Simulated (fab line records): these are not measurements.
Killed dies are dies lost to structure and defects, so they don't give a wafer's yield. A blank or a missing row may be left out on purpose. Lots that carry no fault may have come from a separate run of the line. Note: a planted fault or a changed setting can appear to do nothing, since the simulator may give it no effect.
fab line records + flow nand_harc
[record]
- lots = 13
- wafers = 39
- last_day = 34
route steps=1302 shown A_M1@1186 END@1302
lots with no fault: from the same line, run without faults
start_h: the number of hours between the record's first day and the start of the first shown wafer of the lot + wait_h: hours since the lot's step before + " repeats the value in the row above + L1.1+2: a row that stands for several wafers + - value missing, or start not given + * or withheld: withheld + < > ~ a bound
route shown NAME@n: NAME is a module with steps in the file, n the number in the route of the first one + usual: mean and standard deviation over wafers with no fault + same: alike in all rows + chamber/n: place in a boat + sites: each site's reading + _std_site: the values' standard deviation + _edge_site: mean of outer sites minus mean of inner sites + radius_mm: how far each site lies from the wafer's centre + mask NAME#n: copy n + behind: the tool/chamber that last shaped the wafer + hold: why the lot went on hold/how many hours it stayed there/how the hold came to an end + device: transistor that didn't switch, given as n, p or np + end of line: the route-end tests of the same wafers + a step given without rows: its recipe and nothing more + killed: dies lost to structure and defects at the first sort, not the wafer's yield + map: shows each die of a wafer: x if killed, . if not, _ if none is there
set.NAME: the setting that was run; set.NAME@STEP: the one run at that earlier step + model.NAME: the simulator's own value behind a step, which no gauge read
the route's steps for a sample of lots (tables are steps, rows are wafers)
services: from which hour (start_h, from the record's first day; less than 0 if before it) a tool's chamber was out of use, for how many hours, and why
[[steps]]
[step NHARC_A_M1_STRIP_18]
[recipe]
- power_w = 1000
- n2_flow_sccm = 150
- h2_flow_sccm = 150
- ar_flow_sccm = 0
- bias_w = 0
- chemistry = N2/H2
[usual]
- drypump_motor_current_A = 5.7/0.34
- oes_product_au = 1.002/0.01
- rf_vpp_V = 90.4/1.1
- showerhead_plenum_p_Torr = 2.00/0.09
- throttle_valve_pct = 14.173/0.01
| lot.wafer | tool        | chamber | start_h | wait_h | drypump_motor_current_A | oes_product_au | rf_hours_counter_h | rf_vpp_V | showerhead_plenum_p_Torr | throttle_valve_pct |
|-----------|-------------|---------|---------|--------|-------------------------|----------------|--------------------|----------|--------------------------|--------------------|
| L828.3    | rie_diel-06 | 3       | 547.01  | 0.1    | 5.3                     | 0.982          | 4.8                | 89.9     | 1.89                     | 14.178             |
| L828.4    | "           | 2       | "       | "      | 5.7                     | 0.995          | 5.0                | 92.2     | 2.08                     | 14.162             |
| L828.6    | "           | 0       | "       | "      | 5.7                     | 1.007          | -                  | 89.0     | 2.01                     | 14.175             |
| L829.4    | rie_diel-06 | 0       | 547.86  | 0.1    | 5.7                     | 1.018          | 5.3                | 91.4     | 2.01                     | 14.156             |
| L829.1    | "           | 3       | "       | "      | 5.4                     | 0.991          | 4.9                | 88.7     | 1.89                     | 14.174             |
| L829.5    | "           | 1       | "       | "      | 6.2                     | 0.994          | -                  | 89.2     | 1.91                     | 14.164             |
| L833.3    | rie_diel-06 | 1       | 588.70  | 0.1    | 6.3                     | 0.997          | 6.5                | 89.7     | 1.91                     | 14.168             |
| L833.2    | "           | 3       | "       | "      | 5.4                     | 0.989          | 6.0                | 90.9     | 1.89                     | 14.163             |
| L833.6    | "           | 1       | "       | "      | 6.2                     | 1.007          | -                  | 89.0     | 1.91                     | 14.184             |
| L832.3    | rie_diel-04 | 1       | 589.93  | 0.1    | 6.0                     | 1.007          | 1.1                | 89.2     | 1.93                     | 14.170             |
| L832.4    | "           | 2       | "       | "      | 5.7                     | 0.992          | 1.3                | 93.8     | 2.15                     | 14.196             |
| L832.6    | "           | 3       | "       | "      | 5.2                     | 0.997          | -                  | 91.3     | 2.13                     | 14.161             |
| L834.3    | rie_diel-06 | 3       | 612.15  | 0.1    | 5.3                     | 1.003          | 7.3                | 89.4     | 1.89                     | 14.147             |
| L834.1    | "           | 0       | "       | "      | 5.7                     | 1.019          | 7.4                | 90.7     | 2.01                     | 14.165             |
| L834.5    | "           | 2       | "       | "      | 5.7                     | 1.011          | -                  | 92.0     | 2.08                     | 14.177             |
| L836.2    | rie_diel-06 | 2       | 623.84  | 0.1    | 5.7                     | 1.016          | 9.1                | 89.8     | 2.08                     | 14.179             |
| L836.4    | "           | 3       | "       | "      | 5.4                     | 0.997          | 8.9                | 90.0     | 1.89                     | 14.185             |
| L836.3    | "           | 0       | "       | "      | 5.7                     | 1.002          | 8.5                | 90.9     | 2.01                     | 14.166             |
| L835.2    | rie_diel-06 | 2       | 624.94  | 0.1    | 5.7                     | 1.015          | 9.2                | 90.6     | 2.08                     | 14.173             |
| L835.1    | "           | 0       | "       | "      | 5.7                     | 1.016          | 8.5                | 89.4     | 2.01                     | 14.186             |
| L835.6    | "           | 2       | "       | "      | 5.7                     | 1.007          | -                  | 90.7     | 2.08                     | 14.169             |
| L840.3    | rie_diel-04 | 3       | 675.01  | 0.1    | 5.2                     | 0.999          | 3.6                | 92.1     | 2.13                     | 14.161             |
| L840.6    | "           | 2       | "       | "      | 5.7                     | 1.005          | -                  | 92.5     | 2.15                     | 14.182             |
| L840.5    | "           | 0       | "       | "      | 5.3                     | 1.008          | -                  | 91.6     | 1.94                     | 14.180             |
| L843.4    | rie_diel-08 | 1       | 695.31  | 0.1    | 6.0                     | 0.995          | 5.8                | 89.4     | 1.96                     | 14.164             |
| L843.2    | "           | 2       | "       | "      | 5.7                     | 0.993          | 6.1                | 89.8     | 1.93                     | 14.167             |
| L843.5    | "           | 3       | "       | "      | 5.8                     | 0.997          | -                  | 90.2     | 2.10                     | 14.171             |
| L842.1    | rie_diel-08 | 2       | 696.12  | 0.1    | 5.7                     | 1.009          | 6.1                | 90.1     | 1.93                     | 14.178             |
| L842.2    | "           | 3       | "       | "      | 5.8                     | 1.000          | 6.6                | 90.2     | 2.10                     | 14.166             |
| L842.5    | "           | 0       | "       | "      | 5.4                     | 0.989          | -                  | 90.7     | 1.91                     | 14.172             |
| L844.3    | rie_diel-06 | 0       | 702.72  | 0.1    | 5.7                     | 1.012          | 3.1                | 89.8     | 2.01                     | 14.180             |
| L844.1    | "           | 1       | "       | "      | 6.3                     | 0.996          | 3.1                | 89.9     | 1.91                     | 14.163             |
| L844.2    | "           | 2       | "       | "      | 5.7                     | 0.984          | 3.1                | 91.6     | 2.08                     | 14.179             |
| L848.4    | rie_diel-04 | 2       | 756.73  | 0.1    | 5.8                     | 1.010          | 1.6                | 92.7     | 2.15                     | 14.163             |
| L848.2    | "           | 0       | "       | "      | 5.3                     | 0.996          | 1.2                | 90.1     | 1.94                     | 14.171             |
| L848.6    | "           | 2       | "       | "      | 5.7                     | 1.010          | -                  | 93.2     | 2.15                     | 14.172             |
| L849.4    | rie_diel-04 | 3       | 772.41  | 0.1    | 5.2                     | 1.008          | 1.9                | 90.4     | 2.13                     | 14.172             |
| L849.6    | "           | 3       | "       | "      | 5.2                     | 1.027          | -                  | 92.4     | 2.13                     | 14.157             |
| L849.5    | "           | 0       | "       | "      | 5.3                     | 1.007          | -                  | 89.2     | 1.94                     | 14.168             |
[step NHARC_A_M1_PRE_CLEAN_30]
[recipe]
- time_s = 30
- temp_c = 280
- gas = H2/He
[usual]
- heater_power_w = 400/34
| lot.wafer | tool           | chamber | start_h | wait_h | heater_power_w |
|-----------|----------------|---------|---------|--------|----------------|
| L828.3    | pvd_sputter-03 | -       | -       | -      | 383            |
| L828.4    | "              | -       | "       | "      | 426            |
| L828.6    | "              | -       | "       | "      | 361            |
| L829.1    | pvd_sputter-02 | -       | -       | -      | 470            |
| L829.4    | "              | -       | "       | "      | 440            |
| L829.5    | "              | -       | "       | "      | 391            |
| L833.2    | pvd_sputter-02 | -       | -       | -      | 451            |
| L833.3    | "              | -       | "       | "      | 453            |
| L833.6    | "              | -       | "       | "      | 455            |
| L832.4    | pvd_sputter-03 | -       | -       | -      | 383            |
| L832.3    | "              | -       | "       | "      | 426            |
| L832.6    | "              | -       | "       | "      | 352            |
| L834.3    | pvd_sputter-01 | -       | -       | -      | 409            |
| L834.1    | "              | -       | "       | "      | 362            |
| L834.5    | "              | -       | "       | "      | 405            |
| L836.3    | pvd_sputter-01 | -       | -       | -      | 401            |
| L836.4    | "              | -       | "       | "      | 425            |
| L836.2    | "              | -       | "       | "      | 463            |
| L835.1    | pvd_sputter-02 | -       | -       | -      | 397            |
| L835.2    | "              | -       | "       | "      | 438            |
| L835.6    | "              | -       | "       | "      | 404            |
| L840.3    | pvd_sputter-01 | -       | -       | -      | 424            |
| L840.6    | "              | -       | "       | "      | 447            |
| L840.5    | "              | -       | "       | "      | 353            |
| L843.4    | pvd_sputter-01 | -       | -       | -      | 405            |
| L843.2    | "              | -       | "       | "      | 358            |
| L843.5    | "              | -       | "       | "      | 416            |
| L842.1    | pvd_sputter-03 | -       | -       | -      | 375            |
| L842.2    | "              | -       | "       | "      | 355            |
| L842.5    | "              | -       | "       | "      | 383            |
| L844.2    | pvd_sputter-01 | -       | -       | -      | 412            |
| L844.1    | "              | -       | "       | "      | 409            |
| L844.3    | "              | -       | "       | "      | 462            |
| L848.2    | pvd_sputter-03 | -       | -       | -      | 350            |
| L848.4    | "              | -       | "       | "      | 436            |
| L848.6    | "              | -       | "       | "      | 352            |
| L849.4    | pvd_sputter-03 | -       | -       | -      | 383            |
| L849.5    | "              | -       | "       | "      | 376            |
| L849.6    | "              | -       | "       | "      | 457            |
[step NHARC_A_M1_ANNEAL_31]
[recipe]
- temp_c = 225
- time_s = 90
[usual]
- anneal_temp_c = 225.01/0.17
- anneal_temp_c_max = 226.1/0.34
- wafer_temp_C_max = 226.4/0.39
| lot.wafer | tool          | chamber | start_h | wait_h | anneal_temp_c | anneal_temp_c_max | wafer_temp_C_max |
|-----------|---------------|---------|---------|--------|---------------|-------------------|------------------|
| L828.3    | rtp_anneal-01 | 0       | 548.51  | 0.3    | 224.99        | 226.5             | 226.5            |
| L828.4    | "             | 0       | "       | "      | 224.60        | 225.6             | 226.6            |
| L828.6    | "             | 0       | "       | "      | 224.84        | 226.0             | 227.1            |
| L829.1    | rtp_anneal-02 | 0       | 549.23  | -      | 225.02        | 225.8             | 226.4            |
| L829.4    | "             | 0       | "       | "      | 225.19        | 226.0             | 226.1            |
| L829.5    | "             | 0       | "       | "      | 225.13        | 226.0             | 226.1            |
| L833.2    | rtp_anneal-02 | 0       | 590.13  | -      | 225.00        | 225.8             | 225.7            |
| L833.3    | "             | 0       | "       | "      | 225.03        | 225.9             | 226.2            |
| L833.6    | "             | 0       | "       | "      | 225.23        | 226.2             | 225.9            |
| L832.3    | rtp_anneal-01 | 0       | 591.36  | 0.3    | 224.88        | 226.1             | 226.4            |
| L832.4    | "             | 0       | "       | "      | 224.96        | 226.0             | 226.2            |
| L832.6    | "             | 0       | "       | "      | 225.11        | 226.5             | 226.6            |
| L834.1    | rtp_anneal-02 | 0       | 613.50  | -      | 225.24        | 226.0             | 226.1            |
| L834.3    | "             | 0       | "       | "      | 225.21        | 226.2             | 226.1            |
| L834.5    | "             | 0       | "       | "      | 225.12        | 225.9             | 225.9            |
| L836.2    | rtp_anneal-02 | 0       | 625.24  | 0.4    | 224.97        | 226.1             | 226.3            |
| L836.3    | "             | 0       | "       | "      | 225.05        | 226.2             | 225.9            |
| L836.4    | "             | 0       | "       | "      | 224.86        | 225.6             | 226.8            |
| L835.1    | rtp_anneal-01 | 0       | 626.29  | 0.3    | 224.94        | 226.7             | 226.1            |
| L835.2    | "             | 0       | "       | "      | 225.02        | 226.0             | 227.2            |
| L835.6    | "             | 0       | "       | "      | 224.80        | 225.9             | 226.7            |
| L840.3    | rtp_anneal-01 | 0       | 676.51  | -      | 224.75        | 226.4             | 226.3            |
| L840.5    | "             | 0       | "       | "      | 224.91        | 226.3             | 226.7            |
| L840.6    | "             | 0       | "       | "      | 224.55        | 225.8             | 226.5            |
| L843.2    | rtp_anneal-02 | -       | 696.70  | -      | -             | -                 | -                |
| L843.4    | "             | -       | "       | "      | -             | -                 | -                |
| L843.5    | "             | -       | "       | "      | -             | -                 | -                |
| L842.1    | rtp_anneal-02 | -       | 697.44  | -      | -             | -                 | -                |
| L842.2    | "             | -       | "       | "      | -             | -                 | -                |
| L842.5    | "             | -       | "       | "      | -             | -                 | -                |
| L844.1    | rtp_anneal-01 | 0       | 704.10  | 0.3    | 225.09        | 226.0             | 227.5            |
| L844.2    | "             | 0       | "       | "      | 225.11        | 226.9             | 227.0            |
| L844.3    | "             | 0       | "       | "      | 225.31        | 226.6             | 227.2            |
| L848.2    | rtp_anneal-01 | 0       | 758.18  | -      | 225.20        | 226.3             | 226.4            |
| L848.4    | "             | 0       | "       | "      | 225.03        | 226.0             | 226.2            |
| L848.6    | "             | 0       | "       | "      | 225.05        | 226.1             | 227.2            |
| L849.4    | rtp_anneal-01 | 0       | 774.00  | -      | 224.89        | 226.0             | 226.4            |
| L849.5    | "             | 0       | "       | "      | 224.72        | 225.9             | 226.8            |
| L849.6    | "             | 0       | "       | "      | 224.64        | 225.6             | 226.4            |
[step NHARC_A_M1_INSPECT_27]
[usual]
- raw_defect_count = 528/120
| lot.wafer | tool              | chamber | start_h | wait_h | raw_defect_count |
|-----------|-------------------|---------|---------|--------|------------------|
| L828.3    | defect_inspect-01 | -       | 549.24  | 0.0    | 556              |
| L828.4    | "                 | -       | "       | "      | 601              |
| L828.6    | "                 | -       | "       | "      | 454              |
| L829.1    | defect_inspect-02 | -       | 550.05  | 0.0    | 530              |
| L829.4    | "                 | -       | "       | "      | 622              |
| L829.5    | "                 | -       | "       | "      | 488              |
| L833.2    | defect_inspect-01 | -       | 590.89  | 0.0    | 505              |
| L833.3    | "                 | -       | "       | "      | 544              |
| L833.6    | "                 | -       | "       | "      | 476              |
| L832.3    | defect_inspect-01 | -       | 592.10  | 0.1    | 685              |
| L832.4    | "                 | -       | "       | "      | 505              |
| L832.6    | "                 | -       | "       | "      | 774              |
| L834.1    | defect_inspect-02 | -       | 614.32  | 0.0    | 745              |
| L834.3    | "                 | -       | "       | "      | 748              |
| L834.5    | "                 | -       | "       | "      | 757              |
| L836.2    | defect_inspect-01 | -       | 626.00  | 0.0    | 670              |
| L836.3    | "                 | -       | "       | "      | 663              |
| L836.4    | "                 | -       | "       | "      | 476              |
| L835.1    | defect_inspect-02 | -       | 627.12  | 0.0    | 425              |
| L835.2    | "                 | -       | "       | "      | 476              |
| L835.6    | "                 | -       | "       | "      | 451              |
| L840.3    | defect_inspect-01 | -       | 677.23  | 0.0    | 359              |
| L840.5    | "                 | -       | "       | "      | 491              |
| L840.6    | "                 | -       | "       | "      | 443              |
| L843.2    | defect_inspect-01 | -       | 697.46  | 0.0    | 425              |
| L843.4    | "                 | -       | "       | "      | 331              |
| L843.5    | "                 | -       | "       | "      | 386              |
| L842.1    | defect_inspect-02 | -       | 698.25  | 0.0    | 442              |
| L842.2    | "                 | -       | "       | "      | 686              |
| L842.5    | "                 | -       | "       | "      | 452              |
| L844.1    | defect_inspect-01 | -       | 704.92  | 0.0    | 495              |
| L844.2    | "                 | -       | "       | "      | 567              |
| L844.3    | "                 | -       | "       | "      | 754              |
| L848.2    | defect_inspect-01 | -       | 758.94  | 0.0    | 383              |
| L848.4    | "                 | -       | "       | "      | 455              |
| L848.6    | "                 | -       | "       | "      | 537              |
| L849.4    | defect_inspect-01 | -       | 774.66  | 0.0    | 493              |
| L849.5    | "                 | -       | "       | "      | 483              |
| L849.6    | "                 | -       | "       | "      | 434              |
[step NHARC_END_SORT_01]
[recipe]
- temp_c = 25
[usual]
- defect_limited_yield = 91.2/2.8
- killed_at_array = 56/19
- killed_at_other = 0.8/1.1
- killed_at_periphery = 3.4/2.5
- killed_dies = 60/19
- killed_open = 2.9/1.7
- killed_short = 2.4/1.6
[same]
- gross_dies = 677
| lot.wafer | tool      | chamber | start_h | wait_h | defect_limited_yield[%] | killed_at_array | killed_at_other | killed_at_periphery | killed_dies | killed_open | killed_short |
|-----------|-----------|---------|---------|--------|-------------------------|-----------------|-----------------|---------------------|-------------|-------------|--------------|
| L835.1    | prober-02 | 0       | 659.08  | 2.5    | 89.4                    | 71              | 1               | 0                   | 72          | 4           | 2            |
| L835.2    | prober-02 | 0       | 659.88  | 2.8    | 87.9                    | 81              | 0               | 1                   | 82          | 1           | 4            |
| L835.6    | prober-02 | 0       | 663.08  | 4.0    | 88.9                    | 73              | 1               | 1                   | 75          | 3           | 2            |
| L836.2    | prober-01 | 0       | 659.93  | 2.9    | 88.3                    | 76              | 0               | 3                   | 79          | 2           | 0            |
| L836.3    | prober-01 | 0       | 660.73  | 3.1    | 90.8                    | 61              | 0               | 1                   | 62          | 0           | 5            |
| L836.4    | prober-01 | 0       | 661.53  | 3.4    | 91.4                    | 56              | 0               | 2                   | 58          | 3           | 0            |
| L842.1    | prober-01 | 0       | 729.62  | 2.5    | 89.5                    | 68              | 3               | 0                   | 71          | 3           | 5            |
| L842.2    | prober-01 | 0       | 730.42  | 2.8    | 91.0                    | 56              | 2               | 3                   | 61          | 3           | 4            |
| L842.5    | prober-01 | 0       | 732.82  | 3.7    | 88.3                    | 74              | 2               | 3                   | 79          | 3           | 3            |
// killed by level:class
L835.1 A_SLIT:chamber_film_flake=32 A_CHANNEL_HOLE_D1:chamber_film_flake=27 A_STAIRCASE:chamber_film_flake=3 A_CHANNEL_HOLE_D1:geometric_particle:short=1 A_CHANNEL_FILL_D1:geometric_particle:open=1 A_CHANNEL_FILL_D2:geometric_particle:open=1 A_WL_FILL:geometric_particle:short=1 A_BLC:geometric_particle:open=1
L835.2 A_CHANNEL_HOLE_D1:chamber_film_flake=33 A_SLIT:chamber_film_flake=29 A_STAIRCASE:chamber_film_flake=5 A_M0:chamber_film_flake=4 A_CHANNEL_HOLE_D2:chamber_film_flake=3 A_CHANNEL_FILL_D1:geometric_particle:short=2 A_CONTACT:chamber_film_flake=2 P_CONTACT:geometric_particle:short=1
L836.2 A_SLIT:chamber_film_flake=40 A_CHANNEL_HOLE_D2:chamber_film_flake=18 A_CONTACT:chamber_film_flake=7 A_STAIRCASE:chamber_film_flake=3 A_WL_FILL:chamber_film_flake=3 P_STI:chamber_film_flake=2 A_DECK1_JOINT:chamber_film_flake=2 P_M0:geometric_particle:open=1
L836.3 A_SLIT:chamber_film_flake=31 A_CHANNEL_HOLE_D2:chamber_film_flake=16 A_CONTACT:chamber_film_flake=5 A_CHANNEL_HOLE_D1:chamber_film_flake=3 P_STI:geometric_particle:short=1 A_CHANNEL_HOLE_D1:geometric_particle:short=1 A_CHANNEL_FILL_D2:geometric_particle:short=1 A_STAIRCASE:geometric_particle:short=1
L836.4 A_SLIT:chamber_film_flake=32 A_CHANNEL_HOLE_D2:chamber_film_flake=11 A_STAIRCASE:chamber_film_flake=3 A_WL_FILL:chamber_film_flake=3 P_GATE:chamber_film_flake=2 A_ONON_D1:geometric_particle:open=1 A_CHANNEL_HOLE_D2:geometric_particle:open=1 A_CHANNEL_FILL_D2:geometric_particle:open=1
L835.6 A_SLIT:chamber_film_flake=34 A_CHANNEL_HOLE_D1:chamber_film_flake=29 A_M0:chamber_film_flake=3 P_STI:geometric_particle:open=1 A_SOURCE_PLATE:geometric_particle:open=1 A_CHANNEL_FILL_D1:geometric_particle:short=1 A_ONON_D2:geometric_particle:short=1 A_CONTACT:geometric_particle:open=1
L842.1 A_M1:area_anneal=24 A_CHANNEL_HOLE_D2:chamber_film_flake=22 A_CHANNEL_HOLE_D1:chamber_film_flake=8 A_CONTACT:chamber_film_flake=4 THIN_TSV:chamber_film_flake=3 A_ONON_D1:geometric_particle:short=2 A_ONON_D1:geometric_particle:open=1 A_DECK1_JOINT:geometric_particle:open=1
L842.2 A_CHANNEL_HOLE_D2:chamber_film_flake=22 A_M1:area_anneal=14 A_CHANNEL_HOLE_D1:chamber_film_flake=7 A_CONTACT:chamber_film_flake=6 A_CHANNEL_FILL_D2:geometric_particle:short=2 A_WL_FILL:geometric_particle:short=2 THIN_TSV:chamber_film_flake=2 P_M0:geometric_particle:open=1
L842.5 A_M1:area_anneal=28 A_CHANNEL_HOLE_D2:chamber_film_flake=18 A_CHANNEL_HOLE_D1:chamber_film_flake=11 A_CONTACT:chamber_film_flake=7 P_STI:chamber_film_flake=2 A_SLIT:chamber_film_flake=2 THIN_TSV:chamber_film_flake=2 P_M0:geometric_particle:open=1
[[services]]
| tool           | chamber | start_h | hours | kind   |
|----------------|---------|---------|-------|--------|
| pvd_sputter-03 | -       | 526.11  | 10.0  | pm     |
| rie_diel-04    | -       | 536.03  | 9.0   | pm     |
| rie_diel-08    | -       | 544.80  | 9.0   | pm     |
| rie_diel-08    | 0       | 570.18  | 3.8   | repair |
| pvd_sputter-01 | -       | 582.02  | 10.0  | pm     |
| rie_diel-04    | 3       | 584.36  | 5.2   | repair |
| pvd_sputter-03 | -       | 602.86  | 2.8   | repair |
| rie_diel-06    | 3       | 627.40  | 37.9  | repair |
| rie_diel-08    | 0       | 635.81  | 1.2   | repair |
| pvd_sputter-02 | -       | 638.00  | 10.0  | pm     |
| pvd_sputter-03 | -       | 638.27  | 7.2   | repair |
| rie_diel-06    | -       | 661.20  | 9.0   | pm     |
| rie_diel-04    | 2       | 666.35  | 6.9   | repair |
| rie_diel-04    | 1       | 669.01  | 21.1  | repair |
| pvd_sputter-03 | -       | 682.83  | 1.3   | repair |
| rie_diel-08    | -       | 702.07  | 56.0  | repair |
| pvd_sputter-03 | -       | 704.11  | 10.0  | pm     |
| rie_diel-04    | -       | 713.11  | 9.0   | pm     |
| pvd_sputter-02 | -       | 718.49  | 7.2   | repair |
| pvd_sputter-01 | -       | 726.41  | 2.5   | repair |
| rtp_anneal-02  | -       | 744.00  | 12.0  | pm     |
| rie_diel-04    | -       | 753.93  | 1.7   | repair |
| pvd_sputter-01 | -       | 760.02  | 10.0  | pm     |
| rie_diel-06    | -       | 763.28  | 2.0   | repair |
[[key]]
[first_sign]
- step = NHARC_A_M1_ANNEAL_31
- reading = tool_record
- direction = missing
effect none on later readings
met_at NHARC_A_M1_ANNEAL_31
struck_lots L842,L843
sort_left_out L843.2,L843.4,L843.5
not_acting_at NHARC_A_M1_STRIP_18,NHARC_A_M1_PRE_CLEAN_30,NHARC_A_M1_INSPECT_27
onset_between 625.24 696.70
[fault]
- kind = skipped_step_whole
- tool = rtp_anneal-02
- chamber = -
- onset_h = 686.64
- steps = NHARC_A_M1_ANNEAL_31
- scope = struck_lots_only
// sort_left_out: the simulated sort isn't trusted on such a fault, so these wafers' sort isn't shown, and their yield isn't known
